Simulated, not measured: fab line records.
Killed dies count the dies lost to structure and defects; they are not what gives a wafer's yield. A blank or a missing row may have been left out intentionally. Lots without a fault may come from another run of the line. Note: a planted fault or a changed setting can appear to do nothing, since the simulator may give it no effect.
Chamber matching	flow nand harc	NHARC_A_CHANNEL_FILL_D1_ETCHBACK_19 on rie si-02 has 4 sister chambers
The step etches the open film in HBr/Cl2, target depth 5 nm, time 1.7 s. 8 wafers are shown with their chamber, then 11 later ones without.

== WAFERS WITH THEIR CHAMBER ==
wafer	chamber	oes product au (a.u.)	throttle valve pct (%)
L081.4	1	0.985	26.391
L081.5	3	1.016	26.389
L084.2	3	1.010	26.413
L084.3	0	0.981	26.410
L086.2	1	1.001	26.406
L086.4	2	1.023	26.404
L086.6	0	0.998	26.394
L090.1	2	1.011	26.392

== WAFERS WHOSE CHAMBER IS MISSING ==
wafer	oes product au (a.u.)	throttle valve pct (%)
L090.2	0.998	26.402
L090.3	1.002	26.406
L093.3	1.003	26.401
L093.5	1.008	26.409
L093.6	0.991	26.401
L094.1	1.004	26.418
L094.4	0.991	26.403
L094.5	1.016	26.415
L096.4	0.997	26.391
L096.5	0.999	26.411
L096.6	1.007	26.401

== WHICH CHAMBER EACH ONE RAN IN ==
wafer	from the rows above	in truth
L090.2	can't be placed: 1 or 0 or 3 or 2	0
L090.3	can't be placed: 1 or 3 or 0 or 2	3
L093.3	can't be placed: 3 or 1 or 0 or 2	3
L093.5	can't be placed: 3 or 2 or 1 or 0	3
L093.6	can't be placed: 0 or 1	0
L094.1	can't be placed: 3 or 1 or 0 or 2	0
L094.4	can't be placed: 0 or 1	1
L094.5	can't be placed: 3 or 2 or 1 or 0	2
L096.4	can't be placed: 1 or 0 or 3 or 2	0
L096.5	can't be placed: 1 or 0 or 3 or 2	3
L096.6	can't be placed: 3 or 2 or 1 or 0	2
Correct placement for 0 of the 11. These rows do not allow placing 11 (true chamber among the candidates in 11). 0 placed wrongly.
How it was worked out, from the rows above alone: a wafer's distance from a chamber is the root of the sum, over the readings, of the square of ((its reading less the chamber's mean) divided by the reading's scatter). If the next closest chamber is less than 2 further off than the closest, the wafer can't be placed; otherwise it belongs to the closest. For every chamber, the mean is computed from those of its wafers that are shown. The scatter: the root of (the sum of the squares of (reading less its chamber's mean) over the shown wafers, divided by (wafers less chambers)).
